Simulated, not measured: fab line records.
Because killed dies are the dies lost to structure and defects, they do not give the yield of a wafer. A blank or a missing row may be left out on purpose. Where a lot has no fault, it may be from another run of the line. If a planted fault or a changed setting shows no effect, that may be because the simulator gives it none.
What tool caused it? / flow n5-finfet / 12 lots, 36 wafers sampled, at 2 steps of a route of 1938

## WHAT EACH GAUGE READ, for each wafer
N5_WELL_APT_INSPECT_10: inspects for defects (macro).
lot=L075; measured=day 1 20:06; on=defect-inspect-01; raw-defect-count=1 1 3
lot=L077; measured=day 2 07:44; on=defect-inspect-02; raw-defect-count=1 3 3
lot=L079; measured=day 2 19:55; on=defect-inspect-02; raw-defect-count=2 6 3
lot=L081; measured=day 3 07:55; on=defect-inspect-01; raw-defect-count=3 2 2
lot=L083; measured=day 3 19:56; on=defect-inspect-01; raw-defect-count=2 2 2
lot=L085; measured=day 4 07:44; on=defect-inspect-01; raw-defect-count=1 5 2
lot=L087; measured=day 4 20:01; on=defect-inspect-02; raw-defect-count=1 1 1
lot=L089; measured=day 5 07:47; on=defect-inspect-01; raw-defect-count=2 1 3
lot=L091; measured=day 5 19:56; on=defect-inspect-02; raw-defect-count=0 2 3
lot=L093; measured=day 6 07:52; on=defect-inspect-02; raw-defect-count=4 3 3
lot=L095; measured=day 6 19:52; on=defect-inspect-02; raw-defect-count=1 2 2
lot=L097; measured=day 7 07:52; on=defect-inspect-02; raw-defect-count=3 3 2

## TOOL THAT RAN EACH LOT (tool first, then ch and the chambers of the sampled wafers, then the start)
lot=L075; N5_ZERO_LAYER_DESCUM_16=rie-diel-01 ch 0,1,2, day 1 19:01
lot=L077; N5_ZERO_LAYER_DESCUM_16=rie-diel-04 ch 0,3, day 2 06:41
lot=L079; N5_ZERO_LAYER_DESCUM_16=rie-diel-01 ch 0,1,3, day 2 18:52
lot=L081; N5_ZERO_LAYER_DESCUM_16=rie-diel-05 ch 1,2, day 3 06:41
lot=L083; N5_ZERO_LAYER_DESCUM_16=rie-diel-05 ch 1,2,3, day 3 18:59
lot=L085; N5_ZERO_LAYER_DESCUM_16=rie-diel-01 ch 0,1,3, day 4 06:41
lot=L087; N5_ZERO_LAYER_DESCUM_16=rie-diel-04 ch 0,2,3, day 4 18:56
lot=L089; N5_ZERO_LAYER_DESCUM_16=rie-diel-01 ch 2,3, day 5 06:49
lot=L091; N5_ZERO_LAYER_DESCUM_16=rie-diel-01 ch 0,2, day 5 18:52
lot=L093; N5_ZERO_LAYER_DESCUM_16=rie-diel-01 ch 0,2,3, day 6 06:48
lot=L095; N5_ZERO_LAYER_DESCUM_16=rie-diel-05 ch 0,2,3, day 6 18:48
lot=L097; N5_ZERO_LAYER_DESCUM_16=rie-diel-01 ch 0,1, day 7 06:47
- N5_ZERO_LAYER_DESCUM_16: chemistry O2, time 7.9 s.

## THE ANSWER, worked out from the rows above alone
Rule: what is usual is taken from the lots themselves. The widest of any qualifying gaps counts: lots, ordered by their means at a reading, are off when they make up no more than a third of the lots, leave a main group of 4 or more, and stand apart from it by 3 or more times the standard deviation of that group's means. If all means in a main group match to the digits the tables above print for the reading, that group is not used. A lot without any number at a reading at which 4 lots or more have one is off too. Where the step has rows for the other lots, those lots are counted as sound.
Across all readings shown, no lot is off: no conclusion can be drawn from this.

## WHAT THE SIMULATOR HAD PUT IN
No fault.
